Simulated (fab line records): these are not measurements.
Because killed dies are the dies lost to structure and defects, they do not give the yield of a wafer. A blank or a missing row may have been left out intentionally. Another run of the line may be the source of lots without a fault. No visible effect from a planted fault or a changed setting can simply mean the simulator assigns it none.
Which tool did it? :: flow nand-harc :: Sampling: 24 lots, 72 wafers, 5 of 1302 route steps

WHAT THE GAUGES READ, wafer by wafer
NHARC_P_CONTACT_OVL_MEAS_13.
lot: L074
measured: day 6 01:22
on: overlay-02
overlay-x-nm (nm): -0.2 -0.2 0.1
overlay-y-nm (nm): -0.3 -0.3 -1.0

lot: L075
measured: day 6 08:45
on: overlay-01
overlay-x-nm (nm): 0.5 -0.2 0.4
overlay-y-nm (nm): -0.3 -1.1 -0.8

lot: L076
measured: day 6 21:02
on: overlay-01
overlay-x-nm (nm): -0.1 -0.5 -0.1
overlay-y-nm (nm): -0.4 0.4 -0.5

lot: L077
measured: day 7 00:59
on: overlay-02
overlay-x-nm (nm): -0.5 -0.9 -0.9
overlay-y-nm (nm): -0.7 -0.6 -0.5

lot: L078
measured: day 7 16:25
on: overlay-02
overlay-x-nm (nm): 0.6 1.1 0.9
overlay-y-nm (nm): 0.5 0.2 0.6

lot: L079
measured: day 8 00:04
on: overlay-02
overlay-x-nm (nm): -0.9 -0.6 0.0
overlay-y-nm (nm): -0.4 -0.2 -0.7

lot: L080
measured: day 8 11:53
on: overlay-02
overlay-x-nm (nm): -0.8 -0.9 0.0
overlay-y-nm (nm): -0.5 -0.4 -0.7

lot: L081
measured: day 9 01:47
on: overlay-01
overlay-x-nm (nm): -0.3 -0.6 -1.0
overlay-y-nm (nm): -0.2 0.1 0.0

lot: L082
measured: day 9 02:32
on: overlay-01
overlay-x-nm (nm): 1.2 1.3 1.2
overlay-y-nm (nm): -0.5 -0.7 0.0

lot: L083
measured: day 9 21:12
on: overlay-02
overlay-x-nm (nm): -0.5 -0.6 -0.9
overlay-y-nm (nm): 0.5 0.3 0.7

lot: L084
measured: day 10 03:22
on: overlay-01
overlay-x-nm (nm): 0.4 0.0 -0.5
overlay-y-nm (nm): -0.3 0.0 0.3

lot: L085
measured: day 10 12:07
on: overlay-01
overlay-x-nm (nm): -0.5 -0.4 -0.4
overlay-y-nm (nm): 0.7 0.7 0.6

lot: L086
measured: day 11 07:42
on: overlay-01
overlay-x-nm (nm): 1.5 0.9 1.2
overlay-y-nm (nm): 0.2 0.3 0.5

lot: L087
measured: day 11 11:19
on: overlay-02
overlay-x-nm (nm): 0.9 0.8 0.7
overlay-y-nm (nm): 0.0 -0.4 0.5

lot: L088
measured: day 11 21:36
on: overlay-02
overlay-x-nm (nm): 0.9 0.9 1.0
overlay-y-nm (nm): -0.4 -0.1 -0.5

lot: L089
measured: day 12 07:16
on: overlay-02
overlay-x-nm (nm): 1.1 1.3 1.5
overlay-y-nm (nm): -0.9 -1.2 -0.5

lot: L090
measured: day 12 19:33
on: overlay-01
overlay-x-nm (nm): 0.4 0.9 0.6
overlay-y-nm (nm): 0.6 0.3 0.6

lot: L091
measured: day 12 20:10
on: overlay-02
overlay-x-nm (nm): 0.7 0.8 0.3
overlay-y-nm (nm): -1.3 -1.0 -0.8

lot: L092
measured: day 13 07:52
on: overlay-02
overlay-x-nm (nm): -0.3 -0.6 0.3
overlay-y-nm (nm): -0.7 -0.5 -0.5

lot: L093
measured: day 14 00:52
on: overlay-02
overlay-x-nm (nm): -0.1 0.0 0.2
overlay-y-nm (nm): 0.3 -0.3 0.4

lot: L094
measured: day 14 00:10
on: overlay-02
overlay-x-nm (nm): 1.0 0.6 1.1
overlay-y-nm (nm): -0.8 -0.8 -0.8

lot: L095
measured: day 14 13:18
on: overlay-02
overlay-x-nm (nm): -1.1 -1.4 -1.3
overlay-y-nm (nm): -0.4 -1.1 -1.2

lot: L096
measured: day 15 20:10
on: overlay-02
overlay-x-nm (nm): 0.4 0.5 0.1
overlay-y-nm (nm): 1.0 0.6 0.6

lot: L097
measured: day 15 19:23
on: overlay-01
overlay-x-nm (nm): -1.6 -0.4 -0.9
overlay-y-nm (nm): 0.7 1.1 0.4

NHARC_P_CONTACT_INSPECT_14.
lot: L074
measured: day 6 01:25
on: defect-inspect-01
raw-defect-count: 4 7 5

lot: L075
measured: day 6 08:47
on: defect-inspect-01
raw-defect-count: 5 9 9

lot: L076
measured: day 6 21:05
on: defect-inspect-02
raw-defect-count: 4 2 3

lot: L077
measured: day 7 01:01
on: defect-inspect-02
raw-defect-count: 2 4 4

lot: L078
measured: day 7 16:28
on: defect-inspect-02
raw-defect-count: 3 10 6

lot: L079
measured: day 8 00:06
on: defect-inspect-02
raw-defect-count: 0 2 5

lot: L080
measured: day 8 11:55
on: defect-inspect-01
raw-defect-count: 1 3 3

lot: L081
measured: day 9 01:50
on: defect-inspect-02
raw-defect-count: 2 4 2

lot: L082
measured: day 9 02:34
on: defect-inspect-02
raw-defect-count: 1 2 3

lot: L083
measured: day 9 21:14
on: defect-inspect-02
raw-defect-count: 1 1 2

lot: L084
measured: day 10 03:24
on: defect-inspect-01
raw-defect-count: 4 2 2

lot: L085
measured: day 10 12:10
on: defect-inspect-02
raw-defect-count: 4 4 0

lot: L086
measured: day 11 07:44
on: defect-inspect-01
raw-defect-count: 3 2 8

lot: L087
measured: day 11 11:21
on: defect-inspect-02
raw-defect-count: 3 2 6

lot: L088
measured: day 11 21:38
on: defect-inspect-02
raw-defect-count: 8 3 3

lot: L089
measured: day 12 07:18
on: defect-inspect-01
raw-defect-count: 4 7 7

lot: L090
measured: day 12 19:35
on: defect-inspect-01
raw-defect-count: 3 4 7

lot: L091
measured: day 12 20:13
on: defect-inspect-01
raw-defect-count: 3 5 3

lot: L092
measured: day 13 07:54
on: defect-inspect-01
raw-defect-count: 3 4 3

lot: L093
measured: day 14 00:54
on: defect-inspect-01
raw-defect-count: 2 1 3

lot: L094
measured: day 14 00:12
on: defect-inspect-02
raw-defect-count: 4 4 7

lot: L095
measured: day 14 13:20
on: defect-inspect-01
raw-defect-count: 7 5 1

lot: L096
measured: day 15 20:13
on: defect-inspect-02
raw-defect-count: 5 2 0

lot: L097
measured: day 15 19:25
on: defect-inspect-02
raw-defect-count: 4 4 2

EACH LOT AND THE TOOL THAT RAN IT (in order: tool; ch and the chambers of the sampled wafers; start)
lot: L074
NHARC_P_ZERO_WELL_DESCUM_39: rie-diel-11 ch 0,3, day 2 00:16
NHARC_P_GATE_ETCH_104: rie-diel-01 ch 1,2,3, day 5 05:29
NHARC_P_GATE_STRIP_111: plasma-asher-01 ch 0,1, day 5 17:50

lot: L075
NHARC_P_ZERO_WELL_DESCUM_39: rie-diel-04 ch 0,1,3, day 2 10:28
NHARC_P_GATE_ETCH_104: rie-diel-10 ch 0,1,2, day 5 12:56
NHARC_P_GATE_STRIP_111: plasma-asher-02 ch 0,1, day 6 01:11

lot: L076
NHARC_P_ZERO_WELL_DESCUM_39: rie-diel-11 ch 0,1, day 2 20:20
NHARC_P_GATE_ETCH_104: rie-diel-01 ch 0,2,3, day 6 01:33
NHARC_P_GATE_STRIP_111: plasma-asher-01 ch 0,1, day 6 13:42

lot: L077
NHARC_P_ZERO_WELL_DESCUM_39: rie-diel-04 ch 0,2,3, day 3 06:10
NHARC_P_GATE_ETCH_104: rie-diel-10 ch 0,2,3, day 6 05:13
NHARC_P_GATE_STRIP_111: plasma-asher-01 ch 0,1, day 6 17:25

lot: L078
NHARC_P_ZERO_WELL_DESCUM_39: rie-diel-04 ch 0,1, day 3 16:35
NHARC_P_GATE_ETCH_104: rie-diel-03 ch 0,1, day 6 18:24
NHARC_P_GATE_STRIP_111: plasma-asher-01 ch 0,1, day 7 08:46

lot: L079
NHARC_P_ZERO_WELL_DESCUM_39: rie-diel-05 ch 1,2, day 4 02:50
NHARC_P_GATE_ETCH_104: rie-diel-01 ch 0,2, day 7 03:16
NHARC_P_GATE_STRIP_111: plasma-asher-01 ch 0, day 7 15:46

lot: L080
NHARC_P_ZERO_WELL_DESCUM_39: rie-diel-04 ch 1,3, day 4 12:11
NHARC_P_GATE_ETCH_104: rie-diel-01 ch 0,2, day 7 15:46
NHARC_P_GATE_STRIP_111: plasma-asher-02 ch 0, day 8 04:10

lot: L081
NHARC_P_ZERO_WELL_DESCUM_39: rie-diel-05 ch 1,2,3, day 4 22:25
NHARC_P_GATE_ETCH_104: rie-diel-10 ch 2,3, day 8 05:55
NHARC_P_GATE_STRIP_111: plasma-asher-01 ch 0,1, day 8 18:13

lot: L082
NHARC_P_ZERO_WELL_DESCUM_39: rie-diel-04 ch 0,1,3, day 5 08:19
NHARC_P_GATE_ETCH_104: rie-diel-01 ch 1,2,3, day 8 06:23
NHARC_P_GATE_STRIP_111: plasma-asher-02 ch 0,1, day 8 18:38

lot: L083
NHARC_P_ZERO_WELL_DESCUM_39: rie-diel-04 ch 1,2,3, day 5 18:28
NHARC_P_GATE_ETCH_104: rie-diel-03 ch 0,3, day 9 01:05
NHARC_P_GATE_STRIP_111: plasma-asher-01 ch 0,1, day 9 13:25

lot: L084
NHARC_P_ZERO_WELL_DESCUM_39: rie-diel-05 ch 0,1,3, day 6 04:17
NHARC_P_GATE_ETCH_104: rie-diel-10 ch 0,1,3, day 9 07:07
NHARC_P_GATE_STRIP_111: plasma-asher-02 ch 0,1, day 9 19:22

lot: L085
NHARC_P_ZERO_WELL_DESCUM_39: rie-diel-11 ch 0,1, day 6 14:25
NHARC_P_GATE_ETCH_104: rie-diel-03 ch 0,1,3, day 9 11:42
NHARC_P_GATE_STRIP_111: plasma-asher-02 ch 0,1, day 10 00:02

lot: L086
NHARC_P_ZERO_WELL_DESCUM_39: rie-diel-04 ch 1,2,3, day 7 00:29
NHARC_P_GATE_ETCH_104: rie-diel-03 ch 0,1,3, day 10 11:51
NHARC_P_GATE_STRIP_111: plasma-asher-02 ch 0,1, day 10 23:58

lot: L087
NHARC_P_ZERO_WELL_DESCUM_39: rie-diel-04 ch 0,1,3, day 7 10:16
NHARC_P_GATE_ETCH_104: rie-diel-01 ch 1,2, day 10 15:36
NHARC_P_GATE_STRIP_111: plasma-asher-01 ch 0,1, day 11 03:50

lot: L088
NHARC_P_ZERO_WELL_DESCUM_39: rie-diel-05 ch 1,3, day 7 20:13
NHARC_P_GATE_ETCH_104: rie-diel-01 ch 1,2, day 11 01:44
NHARC_P_GATE_STRIP_111: plasma-asher-01 ch 0,1, day 11 14:13

lot: L089
NHARC_P_ZERO_WELL_DESCUM_39: rie-diel-05 ch 1,2, day 8 06:28
NHARC_P_GATE_ETCH_104: rie-diel-01 ch 0,1, day 11 11:23
NHARC_P_GATE_STRIP_111: plasma-asher-02 ch 0,1, day 11 23:44

lot: L090
NHARC_P_ZERO_WELL_DESCUM_39: rie-diel-11 ch 0,1, day 8 16:28
NHARC_P_GATE_ETCH_104: rie-diel-10 ch 2,3, day 11 23:46
NHARC_P_GATE_STRIP_111: plasma-asher-02 ch 0, day 12 12:07

lot: L091
NHARC_P_ZERO_WELL_DESCUM_39: rie-diel-11 ch 0,1,3, day 9 02:23
NHARC_P_GATE_ETCH_104: rie-diel-01 ch 0,1,3, day 12 00:23
NHARC_P_GATE_STRIP_111: plasma-asher-02 ch 0,1, day 12 12:34

lot: L092
NHARC_P_ZERO_WELL_DESCUM_39: rie-diel-04 ch 1,2,3, day 9 12:31
NHARC_P_GATE_ETCH_104: rie-diel-03 ch 2,3, day 12 12:03
NHARC_P_GATE_STRIP_111: plasma-asher-01 ch 0,1, day 13 00:25

lot: L093
NHARC_P_ZERO_WELL_DESCUM_39: rie-diel-04 ch 0,1,2, day 9 22:51
NHARC_P_GATE_ETCH_104: rie-diel-10 ch 1,2,3, day 13 05:02
NHARC_P_GATE_STRIP_111: plasma-asher-01 ch 0,1, day 13 17:13

lot: L094
NHARC_P_ZERO_WELL_DESCUM_39: rie-diel-05 ch 0,1,3, day 10 08:12
NHARC_P_GATE_ETCH_104: rie-diel-10 ch 0,1,2, day 13 04:23
NHARC_P_GATE_STRIP_111: plasma-asher-02 ch 0,1, day 13 16:34

lot: L095
NHARC_P_ZERO_WELL_DESCUM_39: rie-diel-04 ch 0,3, day 10 18:16
NHARC_P_GATE_ETCH_104: rie-diel-03 ch 1,2,3, day 13 17:17
NHARC_P_GATE_STRIP_111: plasma-asher-02 ch 0,1, day 14 05:43

lot: L096
NHARC_P_ZERO_WELL_DESCUM_39: rie-diel-04 ch 2,3, day 11 04:23
NHARC_P_GATE_ETCH_104: rie-diel-10 ch 0,2,3, day 14 20:07
NHARC_P_GATE_STRIP_111: plasma-asher-02 ch 0,1, day 15 08:58

lot: L097
NHARC_P_ZERO_WELL_DESCUM_39: rie-diel-05 ch 1,2,3, day 11 14:20
NHARC_P_GATE_ETCH_104: rie-diel-03 ch 0,2, day 14 19:52
NHARC_P_GATE_STRIP_111: plasma-asher-02 ch 0, day 15 08:19
- NHARC_P_ZERO_WELL_DESCUM_39: chemistry O2, time 3 s.
- NHARC_P_GATE_ETCH_104: etches the open film in CF4/CHF3, target depth 60 nm.
- NHARC_P_GATE_STRIP_111: strips in N2/H2, time 250 s.

WHAT THE TOOLS THEMSELVES READ (means of the sampled wafers that have a number; where no wafer has one, the mark that the record gives instead)
NHARC_P_ZERO_WELL_DESCUM_39.
lot: L074
tool: rie-diel-11
drypump-motor-current-A (A): 6.2
o2-flow-sccm (sccm): 200.7
oes-product-au (a.u.): 1.002
rf-vpp-V (V): 58.0
showerhead-plenum-p-Torr (Torr): 1.88
throttle-valve-pct (%): 11.312

lot: L075
tool: rie-diel-04
drypump-motor-current-A (A): 5.6
o2-flow-sccm (sccm): 200.2
oes-product-au (a.u.): 0.997
rf-vpp-V (V): 57.4
showerhead-plenum-p-Torr (Torr): 1.85
throttle-valve-pct (%): 11.322

lot: L076
tool: rie-diel-11
drypump-motor-current-A (A): 6.2
o2-flow-sccm (sccm): 199.6
oes-product-au (a.u.): 0.997
rf-vpp-V (V): 57.0
showerhead-plenum-p-Torr (Torr): 1.95
throttle-valve-pct (%): 11.313

lot: L077
tool: rie-diel-04
drypump-motor-current-A (A): 5.7
o2-flow-sccm (sccm): 199.6
oes-product-au (a.u.): 1.007
rf-vpp-V (V): 58.4
showerhead-plenum-p-Torr (Torr): 1.91
throttle-valve-pct (%): 11.319

lot: L078
tool: rie-diel-04
drypump-motor-current-A (A): 5.3
o2-flow-sccm (sccm): 200.1
oes-product-au (a.u.): 0.996
rf-vpp-V (V): 57.6
showerhead-plenum-p-Torr (Torr): 1.82
throttle-valve-pct (%): 11.318

lot: L079
tool: rie-diel-05
drypump-motor-current-A (A): 6.5
o2-flow-sccm (sccm): 199.0
oes-product-au (a.u.): 1.004
rf-vpp-V (V): 58.3
showerhead-plenum-p-Torr (Torr): 1.88
throttle-valve-pct (%): 11.307

lot: L080
tool: rie-diel-04
drypump-motor-current-A (A): 5.6
o2-flow-sccm (sccm): 200.1
oes-product-au (a.u.): 1.011
rf-vpp-V (V): 57.7
showerhead-plenum-p-Torr (Torr): 1.82
throttle-valve-pct (%): 11.302

lot: L081
tool: rie-diel-05
drypump-motor-current-A (A): 6.0
o2-flow-sccm (sccm): 199.9
oes-product-au (a.u.): 1.005
rf-vpp-V (V): 56.9
showerhead-plenum-p-Torr (Torr): 1.85
throttle-valve-pct (%): 11.312

lot: L082
tool: rie-diel-04
drypump-motor-current-A (A): 5.6
o2-flow-sccm (sccm): 200.0
oes-product-au (a.u.): 0.992
rf-vpp-V (V): 57.5
showerhead-plenum-p-Torr (Torr): 1.85
throttle-valve-pct (%): 11.310

lot: L083
tool: rie-diel-04
drypump-motor-current-A (A): 5.8
o2-flow-sccm (sccm): 199.9
oes-product-au (a.u.): 1.011
rf-vpp-V (V): 56.6
showerhead-plenum-p-Torr (Torr): 1.88
throttle-valve-pct (%): 11.310

lot: L084
tool: rie-diel-05
drypump-motor-current-A (A): 5.7
o2-flow-sccm (sccm): 199.6
oes-product-au (a.u.): 1.005
rf-vpp-V (V): 57.6
showerhead-plenum-p-Torr (Torr): 1.90
throttle-valve-pct (%): 11.312

lot: L085
tool: rie-diel-11
drypump-motor-current-A (A): 6.0
o2-flow-sccm (sccm): 199.9
oes-product-au (a.u.): 0.989
rf-vpp-V (V): 58.5
showerhead-plenum-p-Torr (Torr): 1.98
throttle-valve-pct (%): 11.309

lot: L086
tool: rie-diel-04
drypump-motor-current-A (A): 5.8
o2-flow-sccm (sccm): 200.3
oes-product-au (a.u.): 1.006
rf-vpp-V (V): 56.9
showerhead-plenum-p-Torr (Torr): 1.88
throttle-valve-pct (%): 11.315

lot: L087
tool: rie-diel-04
drypump-motor-current-A (A): 5.6
o2-flow-sccm (sccm): 199.5
oes-product-au (a.u.): 1.000
rf-vpp-V (V): 57.6
showerhead-plenum-p-Torr (Torr): 1.84
throttle-valve-pct (%): 11.306

lot: L088
tool: rie-diel-05
drypump-motor-current-A (A): 5.5
o2-flow-sccm (sccm): 199.8
oes-product-au (a.u.): 0.998
rf-vpp-V (V): 56.8
showerhead-plenum-p-Torr (Torr): 1.82
throttle-valve-pct (%): 11.314

lot: L089
tool: rie-diel-05
drypump-motor-current-A (A): 6.5
o2-flow-sccm (sccm): 200.3
oes-product-au (a.u.): 1.003
rf-vpp-V (V): 58.0
showerhead-plenum-p-Torr (Torr): 1.87
throttle-valve-pct (%): 11.311

lot: L090
tool: rie-diel-11
drypump-motor-current-A (A): 6.2
o2-flow-sccm (sccm): 201.1
oes-product-au (a.u.): 1.000
rf-vpp-V (V): 58.2
showerhead-plenum-p-Torr (Torr): 1.94
throttle-valve-pct (%): 11.315

lot: L091
tool: rie-diel-11
drypump-motor-current-A (A): 6.0
o2-flow-sccm (sccm): 200.1
oes-product-au (a.u.): 1.008
rf-vpp-V (V): 58.9
showerhead-plenum-p-Torr (Torr): 1.90
throttle-valve-pct (%): 11.318

lot: L092
tool: rie-diel-04
drypump-motor-current-A (A): 5.8
o2-flow-sccm (sccm): 199.7
oes-product-au (a.u.): 0.993
rf-vpp-V (V): 58.5
showerhead-plenum-p-Torr (Torr): 1.98
throttle-valve-pct (%): 11.314

lot: L093
tool: rie-diel-04
drypump-motor-current-A (A): 5.4
o2-flow-sccm (sccm): 200.3
oes-product-au (a.u.): 1.000
rf-vpp-V (V): 57.4
showerhead-plenum-p-Torr (Torr): 1.95
throttle-valve-pct (%): 11.315

lot: L094
tool: rie-diel-05
drypump-motor-current-A (A): 5.7
o2-flow-sccm (sccm): 199.3
oes-product-au (a.u.): 1.003
rf-vpp-V (V): 58.0
showerhead-plenum-p-Torr (Torr): 1.89
throttle-valve-pct (%): 11.311

lot: L095
tool: rie-diel-04
drypump-motor-current-A (A): 5.5
o2-flow-sccm (sccm): 199.5
oes-product-au (a.u.): 0.988
rf-vpp-V (V): 58.5
showerhead-plenum-p-Torr (Torr): 1.86
throttle-valve-pct (%): 11.318

lot: L096
tool: rie-diel-04
drypump-motor-current-A (A): 6.0
o2-flow-sccm (sccm): 200.3
oes-product-au (a.u.): 0.996
rf-vpp-V (V): 57.9
showerhead-plenum-p-Torr (Torr): 1.93
throttle-valve-pct (%): 11.315

lot: L097
tool: rie-diel-05
drypump-motor-current-A (A): 6.0
o2-flow-sccm (sccm): 200.3
oes-product-au (a.u.): 0.997
rf-vpp-V (V): 57.6
showerhead-plenum-p-Torr (Torr): 1.83
throttle-valve-pct (%): 11.310

NHARC_P_GATE_ETCH_104.
lot: L074
tool: rie-diel-01
drypump-motor-current-A (A): 5.5
oes-product-au (a.u.): 0.928
rf-vpp-V (V): 369.8
showerhead-plenum-p-Torr (Torr): 1.55
throttle-valve-pct (%): 16.797

lot: L075
tool: rie-diel-10
drypump-motor-current-A (A): 5.7
oes-product-au (a.u.): 0.963
rf-vpp-V (V): 370.1
showerhead-plenum-p-Torr (Torr): 1.57
throttle-valve-pct (%): 16.804

lot: L076
tool: rie-diel-01
drypump-motor-current-A (A): 5.7
oes-product-au (a.u.): 0.921
rf-vpp-V (V): 372.0
showerhead-plenum-p-Torr (Torr): 1.59
throttle-valve-pct (%): 16.797

lot: L077
tool: rie-diel-10
drypump-motor-current-A (A): 5.7
oes-product-au (a.u.): 0.927
rf-vpp-V (V): 371.1
showerhead-plenum-p-Torr (Torr): 1.58
throttle-valve-pct (%): 16.795

lot: L078
tool: rie-diel-03
drypump-motor-current-A (A): 5.8
oes-product-au (a.u.): 0.933
rf-vpp-V (V): 373.8
showerhead-plenum-p-Torr (Torr): 1.66
throttle-valve-pct (%): 16.804

lot: L079
tool: rie-diel-01
drypump-motor-current-A (A): 6.1
oes-product-au (a.u.): 0.967
rf-vpp-V (V): 370.6
showerhead-plenum-p-Torr (Torr): 1.57
throttle-valve-pct (%): 16.796

lot: L080
tool: rie-diel-01
drypump-motor-current-A (A): 6.1
oes-product-au (a.u.): 0.934
rf-vpp-V (V): 369.3
showerhead-plenum-p-Torr (Torr): 1.54
throttle-valve-pct (%): 16.798

lot: L081
tool: rie-diel-10
drypump-motor-current-A (A): 5.5
oes-product-au (a.u.): 0.950
rf-vpp-V (V): 369.4
showerhead-plenum-p-Torr (Torr): 1.55
throttle-valve-pct (%): 16.801

lot: L082
tool: rie-diel-01
drypump-motor-current-A (A): 5.5
oes-product-au (a.u.): 0.964
rf-vpp-V (V): 369.0
showerhead-plenum-p-Torr (Torr): 1.55
throttle-valve-pct (%): 16.803

lot: L083
tool: rie-diel-03
drypump-motor-current-A (A): 5.7
oes-product-au (a.u.): 0.976
rf-vpp-V (V): 370.8
showerhead-plenum-p-Torr (Torr): 1.59
throttle-valve-pct (%): 16.804

lot: L084
tool: rie-diel-10
drypump-motor-current-A (A): 5.8
oes-product-au (a.u.): 0.954
rf-vpp-V (V): 370.6
showerhead-plenum-p-Torr (Torr): 1.56
throttle-valve-pct (%): 16.803

lot: L085
tool: rie-diel-03
drypump-motor-current-A (A): 5.8
oes-product-au (a.u.): 0.981
rf-vpp-V (V): 372.0
showerhead-plenum-p-Torr (Torr): 1.62
throttle-valve-pct (%): 16.787

lot: L086
tool: rie-diel-03
drypump-motor-current-A (A): 5.8
oes-product-au (a.u.): 0.934
rf-vpp-V (V): 372.0
showerhead-plenum-p-Torr (Torr): 1.62
throttle-valve-pct (%): 16.805

lot: L087
tool: rie-diel-01
drypump-motor-current-A (A): 5.8
oes-product-au (a.u.): 0.960
rf-vpp-V (V): 367.6
showerhead-plenum-p-Torr (Torr): 1.49
throttle-valve-pct (%): 16.796

lot: L088
tool: rie-diel-01
drypump-motor-current-A (A): 5.8
oes-product-au (a.u.): 0.948
rf-vpp-V (V): 368.0
showerhead-plenum-p-Torr (Torr): 1.49
throttle-valve-pct (%): 16.806

lot: L089
tool: rie-diel-01
drypump-motor-current-A (A): 5.8
oes-product-au (a.u.): 0.979
rf-vpp-V (V): 369.5
showerhead-plenum-p-Torr (Torr): 1.53
throttle-valve-pct (%): 16.806

lot: L090
tool: rie-diel-10
drypump-motor-current-A (A): 5.6
oes-product-au (a.u.): 0.970
rf-vpp-V (V): 369.1
showerhead-plenum-p-Torr (Torr): 1.54
throttle-valve-pct (%): 16.799

lot: L091
tool: rie-diel-01
drypump-motor-current-A (A): 5.5
oes-product-au (a.u.): 0.931
rf-vpp-V (V): 371.0
showerhead-plenum-p-Torr (Torr): 1.58
throttle-valve-pct (%): 16.804

lot: L092
tool: rie-diel-03
drypump-motor-current-A (A): 5.4
oes-product-au (a.u.): 0.980
rf-vpp-V (V): 370.4
showerhead-plenum-p-Torr (Torr): 1.57
throttle-valve-pct (%): 16.802

lot: L093
tool: rie-diel-10
drypump-motor-current-A (A): 5.7
oes-product-au (a.u.): 0.922
rf-vpp-V (V): 369.3
showerhead-plenum-p-Torr (Torr): 1.53
throttle-valve-pct (%): 16.801

lot: L094
tool: rie-diel-10
drypump-motor-current-A (A): 5.7
oes-product-au (a.u.): 0.966
rf-vpp-V (V): 370.7
showerhead-plenum-p-Torr (Torr): 1.57
throttle-valve-pct (%): 16.803

lot: L095
tool: rie-diel-03
drypump-motor-current-A (A): 5.4
oes-product-au (a.u.): 0.969
rf-vpp-V (V): 371.9
showerhead-plenum-p-Torr (Torr): 1.61
throttle-valve-pct (%): 16.811

lot: L096
tool: rie-diel-10
drypump-motor-current-A (A): 5.7
oes-product-au (a.u.): 0.955
rf-vpp-V (V): 371.2
showerhead-plenum-p-Torr (Torr): 1.58
throttle-valve-pct (%): 16.808

lot: L097
tool: rie-diel-03
drypump-motor-current-A (A): 5.6
oes-product-au (a.u.): 0.925
rf-vpp-V (V): 372.1
showerhead-plenum-p-Torr (Torr): 1.63
throttle-valve-pct (%): 16.803

NHARC_P_GATE_STRIP_111.
lot: L074
tool: plasma-asher-01
drypump-motor-current-A (A): 5.47
heater-power-w (W): 91

lot: L075
tool: plasma-asher-02
drypump-motor-current-A (A): 5.58
heater-power-w (W): 88

lot: L076
tool: plasma-asher-01
drypump-motor-current-A (A): 5.49
heater-power-w (W): 93

lot: L077
tool: plasma-asher-01
drypump-motor-current-A (A): 5.49
heater-power-w (W): 92

lot: L078
tool: plasma-asher-01
drypump-motor-current-A (A): 5.49
heater-power-w (W): 90

lot: L079
tool: plasma-asher-01
drypump-motor-current-A (A): 5.48
heater-power-w (W): 92

lot: L080
tool: plasma-asher-02
drypump-motor-current-A (A): 5.42
heater-power-w (W): 92

lot: L081
tool: plasma-asher-01
drypump-motor-current-A (A): 5.49
heater-power-w (W): 93

lot: L082
tool: plasma-asher-02
drypump-motor-current-A (A): 5.80
heater-power-w (W): 85

lot: L083
tool: plasma-asher-01
drypump-motor-current-A (A): 5.49
heater-power-w (W): 93

lot: L084
tool: plasma-asher-02
drypump-motor-current-A (A): 5.79
heater-power-w (W): 85

lot: L085
tool: plasma-asher-02
drypump-motor-current-A (A): 5.77
heater-power-w (W): 84

lot: L086
tool: plasma-asher-02
drypump-motor-current-A (A): 5.58
heater-power-w (W): 88

lot: L087
tool: plasma-asher-01
drypump-motor-current-A (A): 5.48
heater-power-w (W): 93

lot: L088
tool: plasma-asher-01
drypump-motor-current-A (A): 5.51
heater-power-w (W): 94

lot: L089
tool: plasma-asher-02
drypump-motor-current-A (A): 5.59
heater-power-w (W): 93

lot: L090
tool: plasma-asher-02
drypump-motor-current-A (A): 5.40
heater-power-w (W): 97

lot: L091
tool: plasma-asher-02
drypump-motor-current-A (A): 5.60
heater-power-w (W): 93

lot: L092
tool: plasma-asher-01
drypump-motor-current-A (A): 5.48
heater-power-w (W): 94

lot: L093
tool: plasma-asher-01
drypump-motor-current-A (A): 5.48
heater-power-w (W): 94

lot: L094
tool: plasma-asher-02
drypump-motor-current-A (A): 5.77
heater-power-w (W): 87

lot: L095
tool: plasma-asher-02
drypump-motor-current-A (A): 5.60
heater-power-w (W): 92

lot: L096
tool: plasma-asher-02
drypump-motor-current-A (A): 5.79
heater-power-w (W): 88

lot: L097
tool: plasma-asher-02
drypump-motor-current-A (A): 5.42
heater-power-w (W): 96

THE ANSWER, worked out from the rows above alone
Rule: the usual values come from the lots themselves. Put in order of their means at a reading, lots are off if they are a third of the lots or fewer, leave a main group of 4 or more, and stand apart from it by a gap of 3 or more times the standard deviation of the main group's means; of several such gaps the widest counts. Not used: any main group whose means are identical at the precision the tables above print for the reading. A lot without any number at a reading at which 4 lots or more have one is off too. Any other lot the step has rows for is counted as sound. Order of review: gauges by route order, followed by the tools' own readings, for which a lot's mean as printed above is used. At the first step where some lot is off, the reading lying furthest off is the one used; lots without a number count as furthest.
Nothing can be told from this: no lot is off at any reading shown.

WHAT THE SIMULATOR PUT IN
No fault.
